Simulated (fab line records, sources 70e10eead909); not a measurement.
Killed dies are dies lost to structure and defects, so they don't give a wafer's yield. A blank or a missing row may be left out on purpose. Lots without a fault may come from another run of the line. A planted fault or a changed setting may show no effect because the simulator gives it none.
Chamber matching | flow nand_harc | NHARC_A_ZERO_WELL_DESCUM_12 on rie_diel-10: 4 sister chambers
The step chemistry O2, time 3 s. 8 wafers are shown with their chamber, then 7 later ones without.

WAFERS WITH THEIR CHAMBER
wafer  | chamber | oes_product_au (a.u.) | chamber_pressure_mTorr (mTorr)
L857.6 | 3       | 1.000                 | 59.98
L860.3 | 2       | 0.999                 | 60.04
L860.4 | 1       | 1.008                 | 59.96
L864.2 | 0       | 1.005                 | 59.97
L864.3 | 1       | 1.005                 | 60.03
L864.5 | 2       | 1.001                 | 60.03
L866.3 | 3       | 0.987                 | 60.04
L866.4 | 0       | 0.988                 | 59.98

WAFERS WITHOUT THEIR CHAMBER
wafer  | oes_product_au (a.u.) | chamber_pressure_mTorr (mTorr)
L866.5 | 0.977                 | 59.98
L873.1 | 0.996                 | 60.05
L873.3 | 0.987                 | 60.05
L873.4 | 0.991                 | 59.83
L874.2 | 0.999                 | 60.10
L874.3 | 0.991                 | 60.12
L874.6 | 0.991                 | 59.89

WHICH CHAMBER EACH WENT THROUGH
wafer  | from the rows above               | in truth
L866.5 | can't be placed: 3 or 0 or 2 or 1 | 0
L873.1 | can't be placed: 2 or 3 or 1 or 0 | 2
L873.3 | can't be placed: 3 or 2 or 0 or 1 | 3
L873.4 | can't be placed: 0 or 1 or 3 or 2 | 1
L874.2 | can't be placed: 2 or 3 or 1 or 0 | 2
L874.3 | can't be placed: 2 or 3 or 1 or 0 | 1
L874.6 | can't be placed: 0 or 3 or 1 or 2 | 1
Placed correctly: 0 of 7. Can't be placed from these rows: 7 (the true chamber is among the candidates in 7). Placed wrongly: 0.
How it was worked out, from the rows above alone: a wafer's distance from a chamber is the root of the sum, over the readings, of the square of ((its reading less the chamber's mean) divided by the reading's scatter). The wafer belongs to the nearest chamber; if the next one is less than 2 further off, it can't be placed. A chamber's mean is the mean of its shown wafers. The scatter: the root of (the sum of the squares of (reading less its chamber's mean) over the shown wafers, divided by (wafers less chambers)).
